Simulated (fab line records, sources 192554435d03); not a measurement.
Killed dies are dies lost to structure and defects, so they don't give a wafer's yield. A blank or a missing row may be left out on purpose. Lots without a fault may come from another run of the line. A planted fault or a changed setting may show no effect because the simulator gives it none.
Split-lot experiment | flow n5_finfet | 7 lots, 21 wafers read, on a route of 1938 steps

THE SPLIT
At N5_BEOL_M7_ETCH_61 (etches SiARC in CF4, target depth 45.5 nm, time 75.8 s), the setting source_w was moved away from the recipe's 545 W on 7 of the 21 wafers read, by -17.3% to +13.0%. The other wafers ran this setting at the recipe's value.

The reading is taken at the split's own step.

THE READING
rf_vpp_V, in V, at N5_BEOL_M7_ETCH_61 (etches SiARC in CF4, target depth 45.5 nm, time 75.8 s). Fault-free wafers of this fab line usually give 184.2 V, standard deviation 1.4 V.

wafer  | tool, chamber at the split | source_w as run, W | against the recipe | rf_vpp_V, V | against lot-mates on the recipe
L075.3 | rie_diel-06, 2             | 450.6              | -17.3%             | 198.0       | +14.2
L075.4 | rie_diel-06, 0             | 545                | recipe             | 183.7       | -
L075.5 | rie_diel-06, 3             | 545                | recipe             | 184.0       | -
L077.1 | rie_diel-06, 1             | 545                | recipe             | 184.1       | -
L077.3 | rie_diel-06, 0             | 480                | -11.9%             | 192.6       | +8.2
L077.6 | rie_diel-06, 0             | 545                | recipe             | 184.7       | -
L084.2 | rie_diel-06, 2             | 545                | recipe             | 184.7       | -
L084.5 | rie_diel-06, 1             | 545                | recipe             | 182.9       | -
L084.6 | rie_diel-06, 0             | 545                | recipe             | 184.3       | -
L086.1 | rie_diel-05, 2             | 545                | recipe             | 186.2       | -
L086.4 | rie_diel-05, 0             | 545                | recipe             | 186.0       | -
L086.6 | rie_diel-05, 0             | 571.3              | +4.8%              | 181.7       | -4.4
L087.3 | rie_diel-05, 0             | 545                | recipe             | 183.9       | -
L087.4 | rie_diel-05, 1             | 545                | recipe             | 184.3       | -
L087.6 | rie_diel-05, 2             | 474.4              | -13.0%             | 194.0       | +9.9
L091.1 | rie_diel-06, 2             | 545                | recipe             | 184.5       | -
L091.3 | rie_diel-06, 0             | 616                | +13.0%             | 175.2       | -10.1
L091.4 | rie_diel-06, 3             | 545                | recipe             | 186.0       | -
L097.4 | rie_diel-06, 2             | 545                | recipe             | 182.9       | -
L097.5 | rie_diel-06, 3             | 573.4              | +5.2%              | 181.6       | -1.3
L097.6 | rie_diel-06, 0             | 573.4              | +5.2%              | 181.4       | -1.5

THE FIT
A straight line over all 21 wafers: rf_vpp_V changes by -0.721 V for each +1% of source_w; r = -0.98; the points scatter about the line by 0.94 V.
The same after taking each lot's own level away (the mean of its wafers on the recipe; 21 wafers): -0.74 V for each +1%; r = -0.98; scatter 0.96 V.
On that fit, the largest move of source_w shifts the reading by 13 V.
The lots' own levels span 182.90 to 186.10 V, that is 2.3 times the standard deviation above.
So the lot-to-lot level changes the slope little: the two slopes agree.
Check: with one of the wafers moved furthest among these (-17.3%) left out of the fit, the line predicts +12.4 V for it against its lot-mates. It came out at +14.2 V against them.
Tool readings at the split's step, against how far the setting was moved: etch_rf_on_time_s r = -0.97; rf_vpp_V r = -0.98.

OTHER SPLITS ON THESE WAFERS
These wafers also went through other splits before the reading. Each is held against what the fit with the lots' levels taken away leaves over:
other split on the same wafers    | wafers away from the commonest value | r with rf_vpp_V (lot level and that fit taken away)
N5_BEOL_M6_PECVD_70 temp_c        | 10                                   | +0.20
N5_BEOL_M6_HM_DEP_02 target_thk_a | 9                                    | -0.20

THE WHOLE CHAIN: every reading that the file lists as answering this split, in the file's order
step               | what it does                                           | reading           | change (the file's fit)              | r (the file's)
N5_BEOL_M7_ETCH_61 | etches SiARC in CF4, target depth 45.5 nm, time 75.8 s | etch_rf_on_time_s | withheld for each +1% of the setting | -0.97
N5_BEOL_M7_ETCH_61 | etches SiARC in CF4, target depth 45.5 nm, time 75.8 s | rf_vpp_V          | -0.759 V for each +1% of the setting | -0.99

THE FILE'S OWN FIT
rf_vpp_V changes by -0.759 V for each +1% of source_w, r = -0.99.
